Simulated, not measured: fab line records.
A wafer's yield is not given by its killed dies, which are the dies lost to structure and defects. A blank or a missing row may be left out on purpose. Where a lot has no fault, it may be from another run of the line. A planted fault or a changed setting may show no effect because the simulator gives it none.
Matching of chambers    flow n5Finfet    aldMetal-03 running N5_HKMG_FIN_ALD_36: 4 sister chambers
The step deposits TiN, target thk 1 nm, pulse time 1 s, purge time 3 s. 16 wafers are shown with their chamber, then 8 later ones without.

== WAFERS PAIRED WITH THEIR CHAMBERS ==
wafer   chamber  heaterPowerOuterW (W)  heaterPowerW (W)  susceptorTempC (C)
L076.1  2        594                    989               400.25
L076.3  3        671                    1042              399.90
L076.4  2        601                    975               400.46
L079.2  1        541                    807               399.57
L079.3  2        600                    966               400.22
L079.5  3        666                    1043              400.52
L082.1  0        508                    819               399.60
L082.4  3        668                    1025              400.08
L082.6  2        612                    1017              400.23
L084.1  0        494                    805               400.10
L084.2  1        529                    801               400.11
L084.4  2        620                    992               399.97
L085.2  0        499                    817               400.00
L085.5  0        504                    801               399.95
L085.6  3        673                    1014              399.93
L087.3  1        536                    807               399.79

SIGNATURES, as means of the wafers listed above
reading            chamber 0  chamber 1  chamber 2  chamber 3  scatter within a chamber
heaterPowerOuterW  501.25     535.33     605.40     669.50     7.35
heaterPowerW       810.50     805.00     987.80     1031.00    14
susceptorTempC     399.9125   399.8233   400.2260   400.1075   0.234
Rule: a wafer's distance from a chamber is the root of the sum, over the readings, of the square of ((its reading less the chamber's mean) divided by the reading's scatter). The wafer belongs to the nearest chamber; if the next one is less than 2 further off, it can't be placed. The scatter: take each reading less its chamber's mean, square it, sum over the shown wafers, divide by the number of wafers less the number of chambers, and take the root.

== WAFERS MISSING THEIR CHAMBER ==
wafer   heaterPowerOuterW (W)  heaterPowerW (W)  susceptorTempC (C)
L087.4  630                    979               400.11
L087.6  609                    995               400.31
L093.2  630                    972               400.07
L093.4  670                    1026              399.70
L093.6  511                    835               400.28
L096.1  499                    797               400.24
L096.2  653                    1025              400.45
L096.6  509                    818               400.49

== WHICH CHAMBER EACH WENT THROUGH ==
wafer   from the rows above      in truth
L087.4  2                        2
L087.6  2                        2
L093.2  2                        2
L093.4  3                        3
L093.6  can't be placed: 0 or 1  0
L096.1  0                        0
L096.2  3                        3
L096.6  can't be placed: 0 or 1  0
Correct placement for 6 of the 8. Cannot be placed on the basis of these rows: 2; the candidates contain the true chamber in 2. Number placed wrongly: 0.
